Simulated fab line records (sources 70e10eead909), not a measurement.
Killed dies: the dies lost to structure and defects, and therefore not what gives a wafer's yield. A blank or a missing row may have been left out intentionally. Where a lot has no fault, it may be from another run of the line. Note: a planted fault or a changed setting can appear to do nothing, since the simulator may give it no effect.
Code-filled problem report in 8D (eight disciplines) form | flow nand-harc | the parts of the form that need people (team, actions taken, sign-off) are left out

## 1. THE PROBLEM
Mean of cd-nm at NHARC_P_CONTACT_CD_MEAS_12: 101.4 nm across 3 wafers in 2 lots; on wafers with no fault it is 89.9 nm (standard deviation 0.84). Measured from the usual mean, that is +14 standard deviations.
The step: target cd 90 nm.
Earliest sighting: wafer L323.3 on cd-sem-01 at day 10 11:47. The record has a number at this step for 42 wafers belonging to 14 lots. By rule, "out" or "out of limits" means more than 4 standard deviations away from the usual mean. All remaining wafers that have a number are taken as sound.

## 2. WHAT THIS IS AND IS NOT
question                    | is                     | is not
which readings at this step | cd-nm                  | -
which lots                  | L323, L325             | L314, L316, L318, L319, L320, L321, L326, L332, L333, L334, L335, L336
which wafers of those lots  | L323.3, L323.4, L325.6 | L323.2, L325.1, L325.2
read on which gauges        | cd-sem-01, cd-sem-02   | cd-sem-03
when                        | from day 10 11:47      | up to then (19 sound wafers); but 20 sound wafers of L325, L326, L332, L333, L334, L335, L336 came after

## 3. SUSPECTS, AND WHAT RULES EACH OUT
Counting: any tool at a process step up to the reading remains a suspect provided it ran every lot that is out. Sound lots after the first of them don't rule it out here, since some wafers of a struck lot are sound.
- the gauge at NHARC_P_CONTACT_CD_MEAS_12 has been ruled out. Those wafers that are out were read across 2 gauges (cd-sem-01, cd-sem-02).
- litho-track-04 at NHARC_P_CONTACT_PEB_10 (peb time 65 s): kept. Every lot that is out went through it, the first being L323 (day 10 11:43); the last sound lot it ran before that was L321 (day 9 07:48).
After counting, what remains is litho-track-04 at NHARC_P_CONTACT_PEB_10.

## 4. THE CAUSE (what the simulator had put in)
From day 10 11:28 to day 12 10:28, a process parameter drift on litho-track-04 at NHARC_P_CONTACT_PEB_10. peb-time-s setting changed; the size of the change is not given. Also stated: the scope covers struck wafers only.
Only this tool survived the counting.

## 5. THE CHAIN OF EFFECTS, in route order
Rows list readings where the struck wafers' mean (over those with a number) sits beyond 3 standard deviations from the usual. Scope: only readings with a usual standard deviation given in the record; hours: median across lots of the time from each lot's start at the first step in this table that gives one to its start at this step; sigmas: change in usual standard deviations.
hours | step                       | reading | usual   | on struck wafers | change | sigmas
0     | NHARC_P_CONTACT_CD_MEAS_12 | cd-nm   | 89.9 nm | 101.4            | +11.5  | +14

## 6. WHAT WOULD HAVE CAUGHT IT SOONER
Counted from the fault's start at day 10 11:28, it took 0 hours until the first out-of-limits reading at a measuring or inspecting step in this record, taken at day 10 11:47.
L325, from the lots that are out (2), started NHARC_P_CONTACT_PEB_10 on litho-track-04 later than day 10 11:47. Putting the tool on hold at that point would have spared it.
